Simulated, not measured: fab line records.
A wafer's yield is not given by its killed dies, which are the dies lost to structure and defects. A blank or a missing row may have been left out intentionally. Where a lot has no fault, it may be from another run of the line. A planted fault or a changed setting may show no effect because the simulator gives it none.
One fault seen from 2 desks / flow nand harc / what lay behind the numbers comes last; until then each desk has only its own

== AT THE TOOL OWNER'S DESK: litho track-06 ==
The tool's own readings at NHARC_P_CONTACT_SOFTBAKE_07 (time 55 s): means of the sampled wafers that have a number, for each lot that ran on this tool. Any lot whose mean is over 4 standard deviations away from the usual mean is out of limits and marked OUT; that distance is given in the brackets.
Columns: A = heater power total W at NHARC_P_CONTACT_SOFTBAKE_07, usual 188.46 W
lot=L713; first seen here=day 6 11:00; A=188.52
lot=L714; first seen here=day 6 11:00; A=188.34
lot=L723; first seen here=day 10 06:00; A=188.45
lot=L725; first seen here=day 11 04:00; A=188.50
lot=L729; first seen here=day 13 02:00; A=222.55 (+99 or more) OUT
lot=L731; first seen here=day 13 20:00; A=222.67 (+99 or more) OUT
This desk finds L729, L731 out of limits, L729 being first, at day 13 02:00 (heater power total W at NHARC_P_CONTACT_SOFTBAKE_07). L713, L714, L723, L725 stayed within limits.

== METROLOGY DESK ==
What the gauges read for every lot (on any tool): the sampled wafers with a number, averaged. Any lot whose mean is over 4 standard deviations away from the usual mean is out of limits and marked OUT; that distance is given in the brackets.
Columns: A = cd nm at NHARC_P_CONTACT_CD_MEAS_12, usual 89.6 nm
lot=L712; first seen here=day 5 22:39; A=90.1
lot=L714; first seen here=day 6 11:53; A=89.4
lot=L713; first seen here=day 6 12:13; A=88.6
lot=L715; first seen here=day 7 04:32; A=90.1
lot=L717; first seen here=day 7 17:34; A=89.9
lot=L718; first seen here=day 8 08:05; A=89.9
lot=L719; first seen here=day 9 00:15; A=89.9
lot=L721; first seen here=day 9 15:52; A=90.2
lot=L723; first seen here=day 10 07:00; A=90.0
lot=L725; first seen here=day 11 04:42; A=88.8
lot=L729; first seen here=day 13 03:10; A=88.1
lot=L731; first seen here=day 13 20:27; A=90.0
This desk's verdict: no lot among the 12 shows anything out of limits.

== BROUGHT TOGETHER ==
The tool owner's desk could have raised an alarm at day 13 02:00, on L729, L731.
From the metrology desk's view, nothing was out of limits.
The metrology desk has L729, L731 on record, within its limits.
Of the lots named, all ran NHARC_P_CONTACT_SOFTBAKE_07 on litho track-06.

== WHAT THE SIMULATOR HAD PUT IN ==
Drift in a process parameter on litho track-06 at NHARC_P_CONTACT_SOFTBAKE_07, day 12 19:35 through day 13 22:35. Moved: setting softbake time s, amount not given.
Struck lots among those shown: L729, L731.
Time in hours from fault onset to the first out-of-limits reading at each desk: the tool owner's desk, 6.
